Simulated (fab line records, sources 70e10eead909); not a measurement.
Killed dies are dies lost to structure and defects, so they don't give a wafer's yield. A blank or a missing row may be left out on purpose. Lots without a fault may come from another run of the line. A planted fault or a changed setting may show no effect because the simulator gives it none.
Chamber matching | flow nand_harc | NHARC_A_BLC_STRIP_29 on rie_diel-02: 4 sister chambers
The step strips in CF4. 20 wafers are shown with their chamber, then 10 later ones without.

WAFERS WITH THEIR CHAMBER
wafer  | chamber | showerhead_plenum_p_Torr (Torr) | drypump_motor_current_A (A) | oes_product_au (a.u.)
L075.3 | 0       | 1.66                            | 6.2                         | 1.009
L075.5 | 0       | 1.66                            | 6.2                         | 1.003
L075.6 | 1       | 1.81                            | 5.5                         | 1.012
L074.1 | 0       | 1.66                            | 6.2                         | 1.007
L074.2 | 1       | 1.81                            | 5.5                         | 1.015
L074.5 | 1       | 1.81                            | 5.5                         | 1.006
L078.2 | 3       | 1.87                            | 5.4                         | 1.017
L078.4 | 2       | 1.70                            | 5.5                         | 1.013
L078.5 | 2       | 1.70                            | 5.6                         | 1.014
L085.1 | 0       | 1.66                            | 6.1                         | 1.011
L085.3 | 2       | 1.70                            | 5.5                         | 1.026
L085.5 | 2       | 1.70                            | 5.5                         | 1.010
L084.1 | 3       | 1.87                            | 5.4                         | 0.998
L084.3 | 1       | 1.81                            | 5.5                         | 1.009
L084.6 | 1       | 1.81                            | 5.5                         | 1.006
L091.1 | 3       | 1.86                            | 5.4                         | 1.001
L091.5 | 3       | 1.86                            | 5.4                         | 1.001
L091.6 | 2       | 1.70                            | 5.6                         | 1.019
L087.1 | 2       | 1.70                            | 5.5                         | 1.018
L087.2 | 0       | 1.66                            | 6.2                         | 1.008

SIGNATURES (means of the wafers above)
reading                  | chamber 0 | chamber 1 | chamber 2 | chamber 3 | scatter within a chamber
showerhead_plenum_p_Torr | 1.6600    | 1.8100    | 1.7000    | 1.8650    | 0.0025
drypump_motor_current_A  | 6.180     | 5.500     | 5.533     | 5.400     | 0.0365
oes_product_au           | 1.00760   | 1.00960   | 1.01667   | 1.00425   | 0.00547
Rule: a wafer's distance from a chamber is the root of the sum, over the readings, of the square of ((its reading less the chamber's mean) divided by the reading's scatter). The wafer belongs to the nearest chamber; if the next one is less than 2 further off, it can't be placed. The scatter: the root of (the sum of the squares of (reading less its chamber's mean) over the shown wafers, divided by (wafers less chambers)).

WAFERS WITHOUT THEIR CHAMBER
wafer  | showerhead_plenum_p_Torr (Torr) | drypump_motor_current_A (A) | oes_product_au (a.u.)
L087.3 | 1.81                            | 5.6                         | 1.012
L095.1 | 1.81                            | 5.5                         | 1.002
L095.3 | 1.65                            | 6.1                         | 1.017
L095.4 | 1.86                            | 5.4                         | 1.014
L094.1 | 1.70                            | 5.5                         | 1.013
L094.3 | 1.86                            | 5.4                         | 1.008
L094.4 | 1.81                            | 5.5                         | 0.999
L097.1 | 1.81                            | 5.5                         | 1.017
L097.2 | 1.66                            | 6.2                         | 0.998
L097.5 | 1.70                            | 5.5                         | 1.021

WHICH CHAMBER EACH WENT THROUGH
wafer  | from the rows above | in truth
L087.3 | 1                   | 1
L095.1 | 1                   | 1
L095.3 | 0                   | 0
L095.4 | 3                   | 3
L094.1 | 2                   | 2
L094.3 | 3                   | 3
L094.4 | 1                   | 1
L097.1 | 1                   | 1
L097.2 | 0                   | 0
L097.5 | 2                   | 2
Placed correctly: 10 of 10. Can't be placed from these rows: 0. Placed wrongly: 0.
